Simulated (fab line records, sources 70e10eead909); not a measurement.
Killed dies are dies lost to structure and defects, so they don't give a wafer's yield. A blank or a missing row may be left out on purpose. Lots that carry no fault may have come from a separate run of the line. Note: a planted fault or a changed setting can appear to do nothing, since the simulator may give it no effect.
Commonality check across tools :: flow nand-harc :: 2 lots and 6 wafers in the sample

== WHAT PROMPTED THE OPENING ==
On 2 of the 2 lots, a flag is raised at NHARC_END_SORT_01 on the reading killed-at-array. Fault-free wafers read 28, with a standard deviation of 11.
Rule: a lot is flagged in two cases, either no wafer of it has a number, or all its wafers with numbers fall more than 4 standard deviations from that mean. As for the other lots, they are considered sound.

lot: L215
measured: day 24 17:31
on: prober-02
killed-at-array, wafer by wafer: 118 112 105
flag: FLAGGED

lot: L216
measured: day 25 01:14
on: prober-02
killed-at-array, wafer by wafer: 125 120 140
flag: FLAGGED
The mean of the flagged lots' numbers is 120, +92 from the usual (+8 standard deviations).

== WHICH TOOL EACH LOT WENT THROUGH ==
2 process steps preceding the reading are held in the record, out of 1159 steps in the route. Each cell gives the tool, then ch followed by the chambers the sampled wafers passed through, then the start.
lot: L215
flag: FLAGGED
NHARC_A_CONTACT_ETCH_120: har-cap-etch-01 ch 0,1, day 21 12:55
NHARC_THIN_TSV_CMP_01: cmp-02 ch 0,1,2, day 23 13:05

lot: L216
flag: FLAGGED
NHARC_A_CONTACT_ETCH_120: har-cap-etch-01 ch 0,1, day 21 15:58
NHARC_THIN_TSV_CMP_01: cmp-04 ch 1,2,3, day 23 20:46
What the steps here do:
- NHARC_A_CONTACT_ETCH_120: etches the open film in C4F8/O2/Ar, time 94 s, target depth 922 nm.
- NHARC_THIN_TSV_CMP_01: polishes.
- NHARC_END_SORT_01

== FLAGGED AGAINST TOTAL, ONE TOOL AT A TIME (gauges that did the reading follow at the end) ==
step: NHARC_A_CONTACT_ETCH_120
tool: har-cap-etch-01
lots run: 2
flagged: 2
share of the flagged lots: all
sound lots run after its first flagged lot: 0

step: NHARC_THIN_TSV_CMP_01
tool: cmp-02
lots run: 1
flagged: 1
share of the flagged lots: some
sound lots run after its first flagged lot: 0

step: NHARC_THIN_TSV_CMP_01
tool: cmp-04
lots run: 1
flagged: 1
share of the flagged lots: some
sound lots run after its first flagged lot: 0

step: NHARC_END_SORT_01
tool: prober-02
lots run: 2
flagged: 2
share of the flagged lots: all
sound lots run after its first flagged lot: 0

== WHAT THE TABLE ALLOWS ==
Rows of the table that ran all the flagged lots, 2 in number: har-cap-etch-01 at NHARC_A_CONTACT_ETCH_120; prober-02 at NHARC_END_SORT_01.
- har-cap-etch-01 at NHARC_A_CONTACT_ETCH_120 ran 2 lots, 2 of them flagged. It ran no sound lot before its first flagged lot in this sample, so the start can't be narrowed down.
- prober-02 at NHARC_END_SORT_01 ran 2 lots, 2 of them flagged. It ran no sound lot before its first flagged lot in this sample, so the start can't be narrowed down.
A lot count leaves these 2 tools indistinguishable: every one of them fits a fault beginning at some hour. More lots, or a look at what each step does to the wafer, might.

== WHAT HAD BEEN PUT IN BY THE SIMULATOR ==
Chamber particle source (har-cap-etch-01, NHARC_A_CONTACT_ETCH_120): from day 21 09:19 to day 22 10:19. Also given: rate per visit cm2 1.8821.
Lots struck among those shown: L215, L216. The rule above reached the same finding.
